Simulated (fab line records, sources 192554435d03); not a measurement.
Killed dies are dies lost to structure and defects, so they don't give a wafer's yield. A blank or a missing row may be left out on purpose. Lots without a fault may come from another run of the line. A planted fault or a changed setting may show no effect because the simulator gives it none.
Split-lot experiment | flow n5_finfet | 7 lots, 21 wafers read, on a route of 1938 steps

THE SPLIT
At N5_BEOL_M8_PECVD_70 (deposits SiO2 from TEOS/O2, target thk 20 nm, time 22.7 s), the setting temp_c was moved away from the recipe's 400 C on 4 of the 21 wafers read, by -4.2% to +1.5%. The other wafers ran this setting at the recipe's value.

FROM THE SPLIT TO THE READING: what the file shows between them, 15 steps
- N5_BEOL_M8_COAT_59: time 60 s, resist thk 100 nm (also split here: spin_rpm)
- N5_BEOL_M8_COAT_05: resist thk 90 nm (also split here: spin_rpm)
- N5_BEOL_M8_EBR_07
- N5_BEOL_M8_SOFTBAKE_06: time 60 s
- N5_BEOL_M8_EXPOSE_08: exposes mask M8
- N5_BEOL_M8_PEB_09: peb time 60 s
- N5_BEOL_M8_DEVELOP_10: develop time 30 s
- N5_BEOL_M8_DESCUM_16: chemistry O2, time 7.9 s (also split here: time_s)
- N5_BEOL_M8_ETCH_61: etches SiARC in CF4, target depth 45.5 nm, time 75.8 s
- N5_BEOL_M8_ETCH_62: etches SOC in N2/H2, target depth 110 nm, overetch 22 nm, time 165 s
- N5_BEOL_M8_STRIP_68: strips in N2/H2
- N5_BEOL_M8_STRIP_67: strips in CF4
- N5_BEOL_M8_HM_OPEN_17: chemistry Cl2/BCl3, target TiN, target depth 20 nm, overetch 6 nm
- N5_BEOL_M8_STRIP_19: strips in O2
- N5_BEOL_M8_STRIP_80: strips in N2/H2, time 10 s

THE READING
SiO2_of_BEOL_M8_PECVD_70.thk_nm (the simulator's own value, which no gauge read), in nm, at N5_BEOL_M8_HM_STRIP_39 (strips TiN in peroxide tin strip, target depth 25 nm, time 158 s). The file gives no usual value for it. The 17 wafers here that ran the recipe average 19.9 nm, standard deviation 0.29 nm.

wafer  | tool, chamber at the split | temp_c as run, C | against the recipe | SiO2_of_BEOL_M8_PECVD_70.thk_nm, nm | against lot-mates on the recipe
L081.2 | pecvd-02, 2,1              | 400              | recipe             | 19.8                                | -
L081.4 | pecvd-02, 2,1              | 400              | recipe             | 20                                  | -
L081.5 | pecvd-02, 0                | 400              | recipe             | 20                                  | -
L083.2 | pecvd-01, 0                | 400              | recipe             | 19.4                                | -
L083.3 | pecvd-01, 1                | 383.4            | -4.2%              | 21.8                                | +2.0
L083.6 | pecvd-01, 0                | 400              | recipe             | 20.2                                | -
L082.2 | pecvd-02, 1                | 400              | recipe             | 19.4                                | -
L082.3 | pecvd-02, 2                | 400              | recipe             | 19.6                                | -
L082.5 | pecvd-02, 2                | 400              | recipe             | 19.6                                | -
L086.1 | pecvd-04, 1                | 400              | recipe             | 19.8                                | -
L086.3 | pecvd-04, 2                | 394.2            | -1.5%              | 20.6                                | +0.6
L086.5 | pecvd-04, 1                | 400              | recipe             | 20.2                                | -
L087.1 | pecvd-01, 2                | 400              | recipe             | 19.8                                | -
L087.4 | pecvd-01, 1                | 400              | recipe             | 20.6                                | -
L087.5 | pecvd-01, 2                | 391              | -2.2%              | 21.6                                | +1.4
L092.1 | pecvd-04, 0,2              | 400              | recipe             | 19.8                                | -
L092.2 | pecvd-04, 0,2              | 400              | recipe             | 19.8                                | -
L092.5 | pecvd-04, 0                | 400              | recipe             | 20                                  | -
L096.1 | pecvd-02, 1,0              | 400              | recipe             | 19.8                                | -
L096.2 | pecvd-02, 2                | 406.1            | +1.5%              | 19                                  | -0.9
L096.3 | pecvd-02, 1,0              | 400              | recipe             | 20                                  | -
Where a row lists several chambers, the file gives one row for several wafers and doesn't say which wafer went through which chamber.

THE FIT
A straight line over all 21 wafers: SiO2_of_BEOL_M8_PECVD_70.thk_nm changes by -0.533 nm for each +1% of temp_c; r = -0.89; the points scatter about the line by 0.31 nm.
The same after taking each lot's own level away (the mean of its wafers on the recipe; 21 wafers): -0.514 nm for each +1%; r = -0.94; scatter 0.22 nm.
On that fit, the largest move of temp_c shifts the reading by 2.1 nm.
The lots' own levels span 19.53 to 20.20 nm, that is 2.3 times the standard deviation above.
So the lot-to-lot level changes the slope little: the two slopes agree.
Check: with one of the wafers moved furthest among these (-4.2%) left out of the fit, the line predicts +2.36 nm for it against its lot-mates. It came out at +2 nm against them.

OTHER SPLITS ON THESE WAFERS
These wafers also went through other splits before the reading. Each is held against what the fit with the lots' levels taken away leaves over:
other split on the same wafers | wafers away from the commonest value | r with SiO2_of_BEOL_M8_PECVD_70.thk_nm (lot level and that fit taken away)
N5_BEOL_M5_ALD_86 ald_cycles   | 8                                    | +0.40
N5_BEOL_M7_PECVD_70 temp_c     | 9                                    | -0.30
N5_BEOL_M8_COAT_59 spin_rpm    | 4                                    | +0.28
N5_BEOL_M8_COAT_05 spin_rpm    | 4                                    | -0.16
N5_BEOL_M8_DESCUM_16 time_s    | 8                                    | +0.31

THE WHOLE CHAIN: every reading that the file lists as answering this split, in the file's order
step                   | what it does                                                     | reading                                                                          | change (the file's fit)               | r (the file's)
N5_BEOL_M8_PECVD_70    | deposits SiO2 from TEOS/O2, target thk 20 nm, time 22.7 s        | SiO2_of_BEOL_M8_PECVD_70.thk_nm (the simulator's own value, which no gauge read) | -0.49 nm for each +1% of the setting  | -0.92
N5_BEOL_M8_HM_STRIP_39 | strips TiN in peroxide tin strip, target depth 25 nm, time 158 s | SiO2_of_BEOL_M8_PECVD_70.thk_nm (the simulator's own value, which no gauge read) | -0.513 nm for each +1% of the setting | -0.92

THE FILE'S OWN FIT
SiO2_of_BEOL_M8_PECVD_70.thk_nm changes by -0.513 nm for each +1% of temp_c, r = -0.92.
